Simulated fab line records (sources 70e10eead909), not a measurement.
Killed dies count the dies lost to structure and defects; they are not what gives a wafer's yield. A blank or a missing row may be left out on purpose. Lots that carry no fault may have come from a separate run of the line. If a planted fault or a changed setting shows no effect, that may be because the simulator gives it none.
fab line records / flow nand_harc
[record] lots = 7 wafers = 18 last_day = 33
route steps=1302 shown A_ONON_D2@548 END@1302
lots that met no fault: from a run of the same line without faults
start_h: hours from the record's first day to the start of the lot's first wafer shown / wait_h: hours elapsed since this lot's preceding step / " as in the row above / L1.1+2: several wafers, shown together as one row / - no value, or no start was given / * or withheld: withheld / < > ~ a bound
route shown NAME@n: NAME is a module with steps in the file, n the number in the route of the first one / usual: the fault-free wafers' mean and standard deviation / same: alike in all rows / chamber/n: place in a boat / sites: each site's reading / _std_site: standard deviation across them / _edge_site: inner sites' mean taken away from outer sites' mean / radius_mm: for every site, how far away it sits from the centre of the wafer / mask NAME#n: copy n / behind: tool/chamber where the wafer was last shaped / hold: the reason the lot was held/the length of the hold in hours/how it ended / device: which transistor (n, p or np) failed to switch / end of line: tests of these same wafers at the route's end / where a step has no rows: the recipe by itself / killed: the dies lost at the first sort to structure and to defects; this is not the yield of the wafer / map: per-die view of a wafer (x killed, . not killed, _ where there is no die)
set.NAME: the setting as run; set.NAME@STEP: as run at that earlier step / model.NAME: the simulator's own value behind a step, which no gauge read
a table for each step, a row for each wafer; lots at some steps of the route
services: when a tool's chamber went out of use (start_h, in hours from the record's first day, below 0 if earlier), for how many hours, and the reason
[[steps]]
[step NHARC_A_ONON_D2_THK_MEAS_05]
[recipe] thk_meas_gauge = ellipsometry
[usual] thk_nm = 1002/11
lot.wafer=L967.1 tool=film_metro-02 chamber=- start_h=291.65 wait_h=- thk_nm=989
lot.wafer=L967.5 tool=film_metro-02 chamber=- start_h=291.65 wait_h=- thk_nm=988
lot.wafer=L967.6 tool=film_metro-02 chamber=- start_h=291.65 wait_h=- thk_nm=988
lot.wafer=L972.2 tool=film_metro-01 chamber=- start_h=329.67 wait_h=- thk_nm=990
lot.wafer=L972.3 tool=film_metro-01 chamber=- start_h=329.67 wait_h=- thk_nm=988
lot.wafer=L972.6 tool=film_metro-01 chamber=- start_h=329.67 wait_h=- thk_nm=988
lot.wafer=L971.1 tool=film_metro-02 chamber=- start_h=341.27 wait_h=- thk_nm=1005
lot.wafer=L971.2 tool=film_metro-02 chamber=- start_h=341.27 wait_h=- thk_nm=1006
lot.wafer=L971.4 tool=film_metro-02 chamber=- start_h=341.27 wait_h=- thk_nm=1004
lot.wafer=L981.1 tool=film_metro-02 chamber=- start_h=428.86 wait_h=- thk_nm=1016
lot.wafer=L981.2 tool=film_metro-02 chamber=- start_h=428.86 wait_h=- thk_nm=1017
lot.wafer=L981.4 tool=film_metro-02 chamber=- start_h=428.86 wait_h=- thk_nm=1018
lot.wafer=L986.1 tool=film_metro-02 chamber=- start_h=468.76 wait_h=- thk_nm=1011
lot.wafer=L986.3 tool=film_metro-02 chamber=- start_h=468.76 wait_h=- thk_nm=1011
lot.wafer=L987.1 tool=film_metro-02 chamber=- start_h=481.39 wait_h=- thk_nm=1004
lot.wafer=L987.4 tool=film_metro-02 chamber=- start_h=481.39 wait_h=- thk_nm=1004
lot.wafer=L988.3 tool=film_metro-02 chamber=- start_h=488.94 wait_h=- thk_nm=1006
lot.wafer=L988.5 tool=film_metro-02 chamber=- start_h=488.94 wait_h=- thk_nm=1006
[step NHARC_A_ONON_D2_DEP_06]
[recipe] target_thk_a = 10000 n2_flow_sccm = 2750 n2o_flow_sccm = 2000 nh3_flow_sccm = 500 sih4_flow_sccm = 210 temp_c = 400
[step NHARC_A_ONON_D2_THK_MEAS_08]
[recipe] thk_meas_gauge = ellipsometry
[usual] thk_nm = 1000/11
lot.wafer=L967.1 tool=film_metro-02 chamber=- start_h=292.22 wait_h=- thk_nm=1004
lot.wafer=L967.5 tool=film_metro-02 chamber=- start_h=292.22 wait_h=- thk_nm=1004
lot.wafer=L967.6 tool=film_metro-02 chamber=- start_h=292.22 wait_h=- thk_nm=1006
lot.wafer=L972.2 tool=film_metro-01 chamber=- start_h=330.24 wait_h=- thk_nm=1006
lot.wafer=L972.3 tool=film_metro-01 chamber=- start_h=330.24 wait_h=- thk_nm=1005
lot.wafer=L972.6 tool=film_metro-01 chamber=- start_h=330.24 wait_h=- thk_nm=1007
lot.wafer=L971.1 tool=film_metro-01 chamber=- start_h=341.84 wait_h=- thk_nm=990
lot.wafer=L971.2 tool=film_metro-01 chamber=- start_h=341.84 wait_h=- thk_nm=989
lot.wafer=L971.4 tool=film_metro-01 chamber=- start_h=341.84 wait_h=- thk_nm=989
lot.wafer=L981.1 tool=film_metro-01 chamber=- start_h=429.42 wait_h=- thk_nm=999
lot.wafer=L981.2 tool=film_metro-01 chamber=- start_h=429.42 wait_h=- thk_nm=999
lot.wafer=L981.4 tool=film_metro-01 chamber=- start_h=429.42 wait_h=- thk_nm=998
lot.wafer=L986.1 tool=film_metro-02 chamber=- start_h=469.32 wait_h=- thk_nm=991
lot.wafer=L986.3 tool=film_metro-02 chamber=- start_h=469.32 wait_h=- thk_nm=991
lot.wafer=L987.1 tool=film_metro-02 chamber=- start_h=481.96 wait_h=- thk_nm=1019
lot.wafer=L987.4 tool=film_metro-02 chamber=- start_h=481.96 wait_h=- thk_nm=1018
lot.wafer=L988.3 tool=film_metro-01 chamber=- start_h=489.50 wait_h=- thk_nm=995
lot.wafer=L988.5 tool=film_metro-01 chamber=- start_h=489.50 wait_h=- thk_nm=996
[step NHARC_A_ONON_D2_DEP_09]
[recipe] target_thk_a = 10000 n2_flow_sccm = 2750 n2o_flow_sccm = 2000 nh3_flow_sccm = 500 sih4_flow_sccm = 210 temp_c = 400
[step NHARC_A_ONON_D2_THK_MEAS_11]
[recipe] thk_meas_gauge = ellipsometry
[usual] thk_nm = 1001/7.9
lot.wafer=L967.1 tool=film_metro-01 chamber=- start_h=292.79 wait_h=- thk_nm=1005
lot.wafer=L967.5 tool=film_metro-01 chamber=- start_h=292.79 wait_h=- thk_nm=1002
lot.wafer=L967.6 tool=film_metro-01 chamber=- start_h=292.79 wait_h=- thk_nm=1004
lot.wafer=L972.2 tool=film_metro-01 chamber=- start_h=330.80 wait_h=- thk_nm=995
lot.wafer=L972.3 tool=film_metro-01 chamber=- start_h=330.80 wait_h=- thk_nm=996
lot.wafer=L972.6 tool=film_metro-01 chamber=- start_h=330.80 wait_h=- thk_nm=998
lot.wafer=L971.1 tool=film_metro-01 chamber=- start_h=342.41 wait_h=- thk_nm=995
lot.wafer=L971.2 tool=film_metro-01 chamber=- start_h=342.41 wait_h=- thk_nm=996
lot.wafer=L971.4 tool=film_metro-01 chamber=- start_h=342.41 wait_h=- thk_nm=997
lot.wafer=L981.1 tool=film_metro-01 chamber=- start_h=429.98 wait_h=- thk_nm=994
lot.wafer=L981.2 tool=film_metro-01 chamber=- start_h=429.98 wait_h=- thk_nm=993
lot.wafer=L981.4 tool=film_metro-01 chamber=- start_h=429.98 wait_h=- thk_nm=994
lot.wafer=L986.1 tool=film_metro-01 chamber=- start_h=469.89 wait_h=- thk_nm=997
lot.wafer=L986.3 tool=film_metro-01 chamber=- start_h=469.89 wait_h=- thk_nm=997
lot.wafer=L987.1 tool=film_metro-01 chamber=- start_h=482.52 wait_h=- thk_nm=987
lot.wafer=L987.4 tool=film_metro-01 chamber=- start_h=482.52 wait_h=- thk_nm=985
lot.wafer=L988.3 tool=film_metro-01 chamber=- start_h=490.06 wait_h=- thk_nm=1010
lot.wafer=L988.5 tool=film_metro-01 chamber=- start_h=490.06 wait_h=- thk_nm=1009
[step NHARC_A_ONON_D2_DEP_12]
[recipe] target_thk_a = 10000 n2_flow_sccm = 2750 n2o_flow_sccm = 2000 nh3_flow_sccm = 500 sih4_flow_sccm = 210 temp_c = 400
[step NHARC_A_ONON_D2_THK_MEAS_14]
[recipe] thk_meas_gauge = ellipsometry
[usual] thk_nm = 1000/11
lot.wafer=L967.1 tool=film_metro-02 chamber=- start_h=293.35 wait_h=- thk_nm=1003
lot.wafer=L967.5 tool=film_metro-02 chamber=- start_h=293.35 wait_h=- thk_nm=1004
lot.wafer=L967.6 tool=film_metro-02 chamber=- start_h=293.35 wait_h=- thk_nm=1005
lot.wafer=L972.2 tool=film_metro-02 chamber=- start_h=331.37 wait_h=- thk_nm=998
lot.wafer=L972.3 tool=film_metro-02 chamber=- start_h=331.37 wait_h=- thk_nm=1000
lot.wafer=L972.6 tool=film_metro-02 chamber=- start_h=331.37 wait_h=- thk_nm=998
lot.wafer=L971.1 tool=film_metro-02 chamber=- start_h=342.97 wait_h=- thk_nm=1006
lot.wafer=L971.2 tool=film_metro-02 chamber=- start_h=342.97 wait_h=- thk_nm=1007
lot.wafer=L971.4 tool=film_metro-02 chamber=- start_h=342.97 wait_h=- thk_nm=1005
lot.wafer=L981.1 tool=film_metro-01 chamber=- start_h=430.55 wait_h=- thk_nm=994
lot.wafer=L981.2 tool=film_metro-01 chamber=- start_h=430.55 wait_h=- thk_nm=995
lot.wafer=L981.4 tool=film_metro-01 chamber=- start_h=430.55 wait_h=- thk_nm=993
lot.wafer=L986.1 tool=film_metro-02 chamber=- start_h=470.46 wait_h=- thk_nm=1004
lot.wafer=L986.3 tool=film_metro-02 chamber=- start_h=470.46 wait_h=- thk_nm=1007
lot.wafer=L987.1 tool=film_metro-02 chamber=- start_h=483.09 wait_h=- thk_nm=996
lot.wafer=L987.4 tool=film_metro-02 chamber=- start_h=483.09 wait_h=- thk_nm=997
lot.wafer=L988.3 tool=film_metro-01 chamber=- start_h=490.63 wait_h=- thk_nm=987
lot.wafer=L988.5 tool=film_metro-01 chamber=- start_h=490.63 wait_h=- thk_nm=987
[step NHARC_A_ONON_D2_ANNEAL_15]
[recipe] temp_c = 750 time_s = 3600
[step NHARC_A_ONON_D2_DEP_16]
[recipe] target_thk_a = 10000 n2_flow_sccm = 2750 n2o_flow_sccm = 2000 nh3_flow_sccm = 500 sih4_flow_sccm = 210 temp_c = 400
[step NHARC_A_ONON_D2_THK_MEAS_18]
[recipe] thk_meas_gauge = ellipsometry
[usual] thk_nm = 997/11
lot.wafer=L967.1 tool=film_metro-02 chamber=- start_h=304.42 wait_h=- thk_nm=983
lot.wafer=L967.5 tool=film_metro-02 chamber=- start_h=304.42 wait_h=- thk_nm=981
lot.wafer=L967.6 tool=film_metro-02 chamber=- start_h=304.42 wait_h=- thk_nm=982
lot.wafer=L972.2 tool=film_metro-01 chamber=- start_h=338.65 wait_h=- thk_nm=990
lot.wafer=L972.3 tool=film_metro-01 chamber=- start_h=338.65 wait_h=- thk_nm=993
lot.wafer=L972.6 tool=film_metro-01 chamber=- start_h=338.65 wait_h=- thk_nm=992
lot.wafer=L971.1 tool=film_metro-01 chamber=- start_h=350.94 wait_h=- thk_nm=1007
lot.wafer=L971.2 tool=film_metro-01 chamber=- start_h=350.94 wait_h=- thk_nm=1005
lot.wafer=L971.4 tool=film_metro-01 chamber=- start_h=350.94 wait_h=- thk_nm=1006
lot.wafer=L981.1 tool=film_metro-02 chamber=- start_h=438.81 wait_h=- thk_nm=991
lot.wafer=L981.2 tool=film_metro-02 chamber=- start_h=438.81 wait_h=- thk_nm=990
lot.wafer=L981.4 tool=film_metro-02 chamber=- start_h=438.81 wait_h=- thk_nm=990
lot.wafer=L986.1 tool=film_metro-02 chamber=- start_h=477.83 wait_h=- thk_nm=986
lot.wafer=L986.3 tool=film_metro-02 chamber=- start_h=477.83 wait_h=- thk_nm=987
lot.wafer=L987.1 tool=film_metro-01 chamber=- start_h=493.57 wait_h=- thk_nm=995
lot.wafer=L987.4 tool=film_metro-01 chamber=- start_h=493.57 wait_h=- thk_nm=992
lot.wafer=L988.3 tool=film_metro-02 chamber=- start_h=498.39 wait_h=- thk_nm=1005
lot.wafer=L988.5 tool=film_metro-02 chamber=- start_h=498.39 wait_h=- thk_nm=1002
[step NHARC_A_ONON_D2_DEP_19]
[recipe] target_thk_a = 10000 n2_flow_sccm = 2750 n2o_flow_sccm = 2000 nh3_flow_sccm = 500 sih4_flow_sccm = 210 temp_c = 400
[step NHARC_A_ONON_D2_THK_MEAS_21]
[recipe] thk_meas_gauge = ellipsometry
[usual] thk_nm = 999/11
lot.wafer=L967.1 tool=film_metro-01 chamber=- start_h=304.99 wait_h=- thk_nm=1005
lot.wafer=L967.5 tool=film_metro-01 chamber=- start_h=304.99 wait_h=- thk_nm=1006
lot.wafer=L967.6 tool=film_metro-01 chamber=- start_h=304.99 wait_h=- thk_nm=1006
lot.wafer=L972.2 tool=film_metro-02 chamber=- start_h=339.22 wait_h=- thk_nm=1012
lot.wafer=L972.3 tool=film_metro-02 chamber=- start_h=339.22 wait_h=- thk_nm=1012
lot.wafer=L972.6 tool=film_metro-02 chamber=- start_h=339.22 wait_h=- thk_nm=1012
lot.wafer=L971.1 tool=film_metro-02 chamber=- start_h=351.50 wait_h=- thk_nm=995
lot.wafer=L971.2 tool=film_metro-02 chamber=- start_h=351.50 wait_h=- thk_nm=994
lot.wafer=L971.4 tool=film_metro-02 chamber=- start_h=351.50 wait_h=- thk_nm=996
lot.wafer=L981.1 tool=film_metro-01 chamber=- start_h=439.37 wait_h=- thk_nm=989
lot.wafer=L981.2 tool=film_metro-01 chamber=- start_h=439.37 wait_h=- thk_nm=990
lot.wafer=L981.4 tool=film_metro-01 chamber=- start_h=439.37 wait_h=- thk_nm=991
lot.wafer=L986.1 tool=film_metro-02 chamber=- start_h=478.39 wait_h=- thk_nm=997
lot.wafer=L986.3 tool=film_metro-02 chamber=- start_h=478.39 wait_h=- thk_nm=999
lot.wafer=L987.1 tool=film_metro-01 chamber=- start_h=494.14 wait_h=- thk_nm=1000
lot.wafer=L987.4 tool=film_metro-01 chamber=- start_h=494.14 wait_h=- thk_nm=1000
lot.wafer=L988.3 tool=film_metro-02 chamber=- start_h=498.96 wait_h=- thk_nm=996
lot.wafer=L988.5 tool=film_metro-02 chamber=- start_h=498.96 wait_h=- thk_nm=995
[step NHARC_A_ONON_D2_DEP_22]
[recipe] target_thk_a = 10000 n2_flow_sccm = 2750 n2o_flow_sccm = 2000 nh3_flow_sccm = 500 sih4_flow_sccm = 210 temp_c = 400
lot.wafer=L967.1+5+6 tool=pecvd_onon-01 chamber=0 start_h=305.04 wait_h=0.1
lot.wafer=L972.2+3+6 tool=pecvd_onon-01 chamber=0 start_h=339.33 wait_h=0.1
lot.wafer=L971.1+2+4 tool=pecvd_onon-03 chamber=0 start_h=351.56 wait_h=0.1
lot.wafer=L981.1+2+4 tool=pecvd_onon-01 chamber=0 start_h=439.43 wait_h=0.1
lot.wafer=L986.1+3 tool=pecvd_onon-03 chamber=0 start_h=478.44 wait_h=0.1
lot.wafer=L987.1+4 tool=pecvd_onon-03 chamber=0 start_h=494.20 wait_h=0.1
lot.wafer=L988.3+5 tool=pecvd_onon-03 chamber=0 start_h=499.13 wait_h=0.2
[step NHARC_A_ONON_D2_THK_MEAS_24]
[recipe] thk_meas_gauge = ellipsometry
[usual] thk_nm = 1001/5.6
lot.wafer=L967.1 tool=film_metro-01 chamber=- start_h=305.56 wait_h=- thk_nm=1010
lot.wafer=L967.5 tool=film_metro-01 chamber=- start_h=305.56 wait_h=- thk_nm=1011
lot.wafer=L967.6 tool=film_metro-01 chamber=- start_h=305.56 wait_h=- thk_nm=1012
lot.wafer=L972.2 tool=film_metro-01 chamber=- start_h=339.78 wait_h=- thk_nm=1003
lot.wafer=L972.3 tool=film_metro-01 chamber=- start_h=339.78 wait_h=- thk_nm=1004
lot.wafer=L972.6 tool=film_metro-01 chamber=- start_h=339.78 wait_h=- thk_nm=1003
lot.wafer=L971.1 tool=film_metro-01 chamber=- start_h=352.07 wait_h=- thk_nm=997
lot.wafer=L971.2 tool=film_metro-01 chamber=- start_h=352.07 wait_h=- thk_nm=995
lot.wafer=L971.4 tool=film_metro-01 chamber=- start_h=352.07 wait_h=- thk_nm=996
lot.wafer=L981.1 tool=film_metro-02 chamber=- start_h=439.94 wait_h=- thk_nm=1001
lot.wafer=L981.2 tool=film_metro-02 chamber=- start_h=439.94 wait_h=- thk_nm=1000
lot.wafer=L981.4 tool=film_metro-02 chamber=- start_h=439.94 wait_h=- thk_nm=1000
lot.wafer=L986.1 tool=film_metro-01 chamber=- start_h=478.95 wait_h=- thk_nm=661
lot.wafer=L986.3 tool=film_metro-01 chamber=- start_h=478.95 wait_h=- thk_nm=1000
lot.wafer=L987.1 tool=film_metro-01 chamber=- start_h=494.71 wait_h=- thk_nm=663
lot.wafer=L987.4 tool=film_metro-01 chamber=- start_h=494.71 wait_h=- thk_nm=1002
lot.wafer=L988.3 tool=film_metro-02 chamber=- start_h=499.52 wait_h=- thk_nm=1000
lot.wafer=L988.5 tool=film_metro-02 chamber=- start_h=499.52 wait_h=- thk_nm=663
[step NHARC_A_ONON_D2_DEP_25]
[recipe] target_thk_a = 10000 n2_flow_sccm = 2750 n2o_flow_sccm = 2000 nh3_flow_sccm = 500 sih4_flow_sccm = 210 temp_c = 400
[step NHARC_END_SORT_01]
[recipe] temp_c = 25
[usual] killed_at_array = 64/20 killed_at_other = 0.7/1.1 killed_at_periphery = 3.6/2.7 killed_dies = 68/20 killed_open = 2.8/1.9 killed_short = 2.3/1.5
[same] gross_dies = 677
lot.wafer=L986.1 tool=prober-02 chamber=0 start_h=767.82 wait_h=2.5 killed_at_array=675 killed_at_other=0 killed_at_periphery=2 killed_dies=677 killed_open=2 killed_short=0
lot.wafer=L987.1 tool=prober-02 chamber=0 start_h=784.91 wait_h=2.5 killed_at_array=671 killed_at_other=0 killed_at_periphery=6 killed_dies=677 killed_open=1 killed_short=1
lot.wafer=L988.5 tool=prober-01 chamber=0 start_h=788.05 wait_h=3.7 killed_at_array=671 killed_at_other=2 killed_at_periphery=4 killed_dies=677 killed_open=5 killed_short=3
// killed by level:class
L986.1 A_ONON_D2:area_dep=630 A_CHANNEL_HOLE_D2:chamber_film_flake=25 A_CHANNEL_HOLE_D1:chamber_film_flake=9 A_CONTACT:chamber_film_flake=5 A_SLIT:chamber_film_flake=4 A_STAIRCASE:chamber_film_flake=2 P_GATE:geometric_particle:open=1 P_CONTACT:geometric_particle:open=1
L987.1 A_ONON_D2:area_dep=628 A_CHANNEL_HOLE_D1:chamber_film_flake=16 A_STAIRCASE:chamber_film_flake=10 A_SLIT:chamber_film_flake=8 P_ZERO_WELL:chamber_film_flake=5 A_CONTACT:chamber_film_flake=4 A_WL_FILL:chamber_film_flake=2 P_GATE:geometric_particle:open=1
L988.5 A_ONON_D2:area_dep=612 A_CHANNEL_HOLE_D2:chamber_film_flake=28 A_SLIT:chamber_film_flake=11 A_CHANNEL_FILL_D1:chamber_film_flake=7 A_CHANNEL_HOLE_D1:chamber_film_flake=6 A_CHANNEL_FILL_D1:geometric_particle:open=2 A_WL_FILL:geometric_particle:open=2 STARTING-WAFER:geometric_particle:short=2
// map L986.1 (x killed, . not)
____________x____________
_________xxxxxxx_________
_______xxxxxxxxxxx_______
______xxxxxxxxxxxxx______
_____xxxxxxxxxxxxxxx_____
____xxxxxxxxxxxxxxxxx____
____xxxxxxxxxxxxxxxxx____
___xxxxxxxxxxxxxxxxxxx___
___xxxxxxxxxxxxxxxxxxx___
__xxxxxxxxxxxxxxxxxxxxx__
__xxxxxxxxxxxxxxxxxxxxx__
_xxxxxxxxxxxxxxxxxxxxxxx_
_xxxxxxxxxxxxxxxxxxxxxxx_
_xxxxxxxxxxxxxxxxxxxxxxx_
_xxxxxxxxxxxxxxxxxxxxxxx_
_xxxxxxxxxxxxxxxxxxxxxxx_
xxxxxxxxxxxxxxxxxxxxxxxxx
xxxxxxxxxxxxxxxxxxxxxxxxx
xxxxxxxxxxxxxxxxxxxxxxxxx
xxxxxxxxxxxxxxxxxxxxxxxxx
xxxxxxxxxxxxxxxxxxxxxxxxx
_xxxxxxxxxxxxxxxxxxxxxxx_
_xxxxxxxxxxxxxxxxxxxxxxx_
_xxxxxxxxxxxxxxxxxxxxxxx_
_xxxxxxxxxxxxxxxxxxxxxxx_
_xxxxxxxxxxxxxxxxxxxxxxx_
__xxxxxxxxxxxxxxxxxxxxx__
__xxxxxxxxxxxxxxxxxxxxx__
___xxxxxxxxxxxxxxxxxxx___
___xxxxxxxxxxxxxxxxxxx___
____xxxxxxxxxxxxxxxxx____
____xxxxxxxxxxxxxxxxx____
_____xxxxxxxxxxxxxxx_____
______xxxxxxxxxxxxx______
_______xxxxxxxxxxx_______
_________xxxxxxx_________
____________x____________
// map L987.1 (x killed, . not)
____________x____________
_________xxxxxxx_________
_______xxxxxxxxxxx_______
______xxxxxxxxxxxxx______
_____xxxxxxxxxxxxxxx_____
____xxxxxxxxxxxxxxxxx____
____xxxxxxxxxxxxxxxxx____
___xxxxxxxxxxxxxxxxxxx___
___xxxxxxxxxxxxxxxxxxx___
__xxxxxxxxxxxxxxxxxxxxx__
__xxxxxxxxxxxxxxxxxxxxx__
_xxxxxxxxxxxxxxxxxxxxxxx_
_xxxxxxxxxxxxxxxxxxxxxxx_
_xxxxxxxxxxxxxxxxxxxxxxx_
_xxxxxxxxxxxxxxxxxxxxxxx_
_xxxxxxxxxxxxxxxxxxxxxxx_
xxxxxxxxxxxxxxxxxxxxxxxxx
xxxxxxxxxxxxxxxxxxxxxxxxx
xxxxxxxxxxxxxxxxxxxxxxxxx
xxxxxxxxxxxxxxxxxxxxxxxxx
xxxxxxxxxxxxxxxxxxxxxxxxx
_xxxxxxxxxxxxxxxxxxxxxxx_
_xxxxxxxxxxxxxxxxxxxxxxx_
_xxxxxxxxxxxxxxxxxxxxxxx_
_xxxxxxxxxxxxxxxxxxxxxxx_
_xxxxxxxxxxxxxxxxxxxxxxx_
__xxxxxxxxxxxxxxxxxxxxx__
__xxxxxxxxxxxxxxxxxxxxx__
___xxxxxxxxxxxxxxxxxxx___
___xxxxxxxxxxxxxxxxxxx___
____xxxxxxxxxxxxxxxxx____
____xxxxxxxxxxxxxxxxx____
_____xxxxxxxxxxxxxxx_____
______xxxxxxxxxxxxx______
_______xxxxxxxxxxx_______
_________xxxxxxx_________
____________x____________
[[services]]
tool=pecvd_onon-03 chamber=- start_h=296.34 hours=9.2 kind=repair
tool=pecvd_onon-03 chamber=- start_h=361.72 hours=3.8 kind=repair
tool=pecvd_onon-03 chamber=- start_h=408.19 hours=13.0 kind=pm
tool=pecvd_onon-01 chamber=- start_h=450.45 hours=13.0 kind=pm
[[key]]
[first_sign] step = NHARC_A_ONON_D2_THK_MEAS_24 reading = thk_nm direction = down sigmas = 60 usual = 1001 struck = 662
[effect] step = NHARC_END_SORT_01 reading = killed_dies direction = up sigmas = 31 usual = 68 struck = 677
[more_kills_born_at] NHARC_A_ONON_D2_DEP_22@pecvd_onon-03 = 1870
met_at NHARC_A_ONON_D2_DEP_22
struck_wafers L986.1,L987.1,L988.5
later_rows_left_out L986.1,L987.1,L988.5
tester_left_out L986,L987,L988
onset_between 351.56 478.44
[fault] kind = process_parameter_drift tool = pecvd_onon-03 chamber = - onset_h = 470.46 steps = NHARC_A_ONON_D2_DEP_22 channel = target_thk_a offset = * shape = step end_h = 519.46 scope = struck_wafers_only acts_in = * stated = *
// tester_left_out: of these lots the tester's yield and bins aren't shown, on N5 and GAA mostly nor the transistor test; their killed dies are dies lost to structure and defects alone, not to doping, threshold or leakage, so they don't give the yield
// later_rows_left_out: the simulator's readings of these wafers behind a module that went badly wrong aren't trusted and aren't shown, but for the sort
